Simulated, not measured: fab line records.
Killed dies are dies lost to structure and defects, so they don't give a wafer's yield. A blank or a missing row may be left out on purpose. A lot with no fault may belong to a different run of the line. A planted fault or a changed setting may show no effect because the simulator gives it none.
Split-lot trial | flow n5_finfet | 21 wafers read from 7 lots, route of 1938 steps

THE SPLIT
At N5_BEOL_M9_ETCH_62 (etches SOC in N2/H2, target depth 110 nm, overetch 22 nm, time 165 s), the setting time_s was moved away from the recipe's 165 s on 10 of the 21 wafers read, by -14.1% to +21.5%. The other wafers ran this setting at the recipe's value.

The split's own step is where the reading is taken.

THE READING
SiARC_of_BEOL_M9_COAT_60.thk_nm (the simulator's own value, which no gauge read), in nm, at N5_BEOL_M9_ETCH_62 (etches SOC in N2/H2, target depth 110 nm, overetch 22 nm, time 165 s). The file gives no usual value for it. The 11 wafers here that ran the recipe average 23.6 nm, standard deviation 0.22 nm.

wafer  | tool, chamber at the split | time_s as run, s | against the recipe | SiARC_of_BEOL_M9_COAT_60.thk_nm, nm | against lot-mates on the recipe
L078.3 | rie_diel-06, 2             | 188.4            | +14.2%             | 23.2                                | no lot-mate on the recipe
L078.4 | rie_diel-06, 3             | 188.4            | +14.2%             | 22.6                                | no lot-mate on the recipe
L078.5 | rie_diel-06, 2             | 188.4            | +14.2%             | 23                                  | no lot-mate on the recipe
L081.2 | rie_diel-06, 2             | 165              | recipe             | 23.8                                | -
L081.3 | rie_diel-06, 3             | 200.4            | +21.5%             | 22.2                                | -1.6
L081.4 | rie_diel-06, 2             | 200.4            | +21.5%             | 22.6                                | -1.2
L083.2 | rie_diel-03, 1             | 154.7            | -6.2%              | 24                                  | +0.6
L083.3 | rie_diel-03, 3             | 165              | recipe             | 23.4                                | -
L083.5 | rie_diel-03, 3             | 154.7            | -6.2%              | 23.8                                | +0.4
L087.3 | rie_diel-04, 0             | 142.7            | -13.5%             | 24.6                                | +0.8
L087.4 | rie_diel-04, 3             | 142.7            | -13.5%             | 25                                  | +1.2
L087.5 | rie_diel-04, 0             | 165              | recipe             | 23.8                                | -
L092.1 | rie_diel-03, 1             | 165              | recipe             | 23.6                                | -
L092.3 | rie_diel-03, 0             | 165              | recipe             | 23.4                                | -
L092.4 | rie_diel-03, 1             | 141.8            | -14.1%             | 24.4                                | +0.9
L096.2 | rie_diel-04, 2             | 165              | recipe             | 23.6                                | -
L096.5 | rie_diel-04, 2             | 165              | recipe             | 23.6                                | -
L096.6 | rie_diel-04, 3             | 165              | recipe             | 24                                  | -
L097.1 | rie_diel-03, 0,1           | 165              | recipe             | 23.4                                | -
L097.2 | rie_diel-03, 0,1           | 165              | recipe             | 23.4                                | -
L097.6 | rie_diel-03, 1             | 165              | recipe             | 23.2                                | -
Rows listing several chambers each stand for several wafers; the file does not say which wafer went through which chamber.

THE FIT
A straight line over all 21 wafers: SiARC_of_BEOL_M9_COAT_60.thk_nm changes by -0.0594 nm for each +1% of time_s; r = -0.92; the points scatter about the line by 0.26 nm.
The same after taking each lot's own level away (the mean of its wafers on the recipe; 18 wafers): -0.0677 nm for each +1%; r = -0.98; scatter 0.15 nm.
That fit puts the effect of the largest move of time_s on the reading at 1.5 nm.
The span of the lots' own levels, 23.33 to 23.80 nm, comes to 2.1 times the standard deviation stated above.
So the lot-to-lot level changes the slope: the two fits differ.
Check: with one of the wafers moved furthest among these (+21.5%) left out of the fit, the line predicts -1.33 nm for it against its lot-mates. It came out at -1.6 nm against them.

ADDITIONAL SPLITS CARRIED BY THESE WAFERS
These wafers also went through other splits before the reading. Each is held against what the fit with the lots' levels taken away leaves over:
other split on the same wafers     | wafers away from the commonest value | r with SiARC_of_BEOL_M9_COAT_60.thk_nm (lot level and that fit taken away)
N5_BEOL_M4_TRENCH_ETCH_37 source_w | 8                                    | -0.15
N5_BEOL_M5_COAT_74 spin_rpm        | 11                                   | +0.18
N5_BEOL_M5_COAT_22 spin_rpm        | 10                                   | +0.22
N5_BEOL_M5_TRENCH_ETCH_37 time_s   | 13                                   | +0.31
N5_BEOL_M6_VIA_ETCH_34 time_s      | 4                                    | -0.08
N5_BEOL_M7_COAT_71 spin_rpm        | 3                                    | +0.16
N5_BEOL_M8_DESCUM_33 time_s        | 7                                    | -0.05

FILE'S OWN FIT
SiARC_of_BEOL_M9_COAT_60.thk_nm changes by -0.0674 nm for each +1% of time_s, r = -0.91.
